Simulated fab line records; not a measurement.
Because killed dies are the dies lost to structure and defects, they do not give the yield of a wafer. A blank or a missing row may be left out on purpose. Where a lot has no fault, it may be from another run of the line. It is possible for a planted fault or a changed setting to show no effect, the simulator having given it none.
Matching of chambers    flow n5Finfet    4 sister chambers for N5_BEOL_M8_ETCH_65 on rieDiel-04
The step etches SiARC in CF4, target depth 15.6 nm, time 26 s. 16 wafers are shown with their chamber, then 8 later ones without.

## WAFERS WITH THEIR CHAMBER
wafer   chamber  drypumpMotorCurrentA (A)  showerheadPlenumPTorr (Torr)  throttleValvePct (%)
L078.1  0        5.4                       2.11                          15.68
L078.2  2        5.2                       2.12                          15.94
L078.3  3        6.0                       2.11                          15.31
L076.1  1        5.7                       2.22                          15.90
L076.4  0        5.4                       2.11                          15.67
L076.5  1        5.7                       2.22                          15.89
L081.2  3        6.0                       2.10                          15.33
L081.4  1        5.7                       2.22                          15.91
L081.5  3        6.0                       2.10                          15.34
L084.1  1        5.7                       2.22                          15.92
L084.3  2        5.1                       2.12                          15.98
L084.5  2        5.1                       2.12                          15.99
L085.2  1        5.7                       2.22                          15.93
L085.4  0        5.4                       2.11                          15.21
L085.5  2        5.1                       2.12                          15.98
L088.3  2        5.2                       2.11                          15.97

SIGNATURES (means of the wafers above)
reading                chamber 0  chamber 1  chamber 2  chamber 3  scatter within a chamber
drypumpMotorCurrentA   5.400      5.700      5.140      6.000      0.0316
showerheadPlenumPTorr  2.1100     2.2200     2.1180     2.1033     0.0035
throttleValvePct       15.5200    15.9100    15.9720    15.3267    0.111
Rule: a wafer's distance from a chamber is the root of the sum, over the readings, of the square of ((its reading less the chamber's mean) divided by the reading's scatter). The wafer belongs to the nearest chamber; if the next one is less than 2 further off, it can't be placed. The scatter is the square root of a quotient: the sum, over the shown wafers, of each reading's squared deviation from its chamber's mean, divided by wafers minus chambers.

## WAFERS WHOSE CHAMBER IS MISSING
wafer   drypumpMotorCurrentA (A)  showerheadPlenumPTorr (Torr)  throttleValvePct (%)
L088.4  6.0                       2.10                          15.35
L088.5  6.0                       2.10                          15.36
L087.2  5.1                       2.11                          15.97
L087.3  6.0                       2.10                          15.36
L087.4  5.7                       2.21                          15.94
L097.1  5.7                       2.21                          15.96
L097.2  5.4                       2.10                          15.24
L097.4  5.1                       2.11                          16.02

## EACH ONE'S CHAMBER
wafer   from the rows above  in truth
L088.4  3                    3
L088.5  3                    3
L087.2  2                    2
L087.3  3                    3
L087.4  1                    1
L097.1  1                    1
L097.2  0                    0
L097.4  2                    2
Correctly placed: 8 of 8. Number that these rows cannot place: 0. 0 placed wrongly.
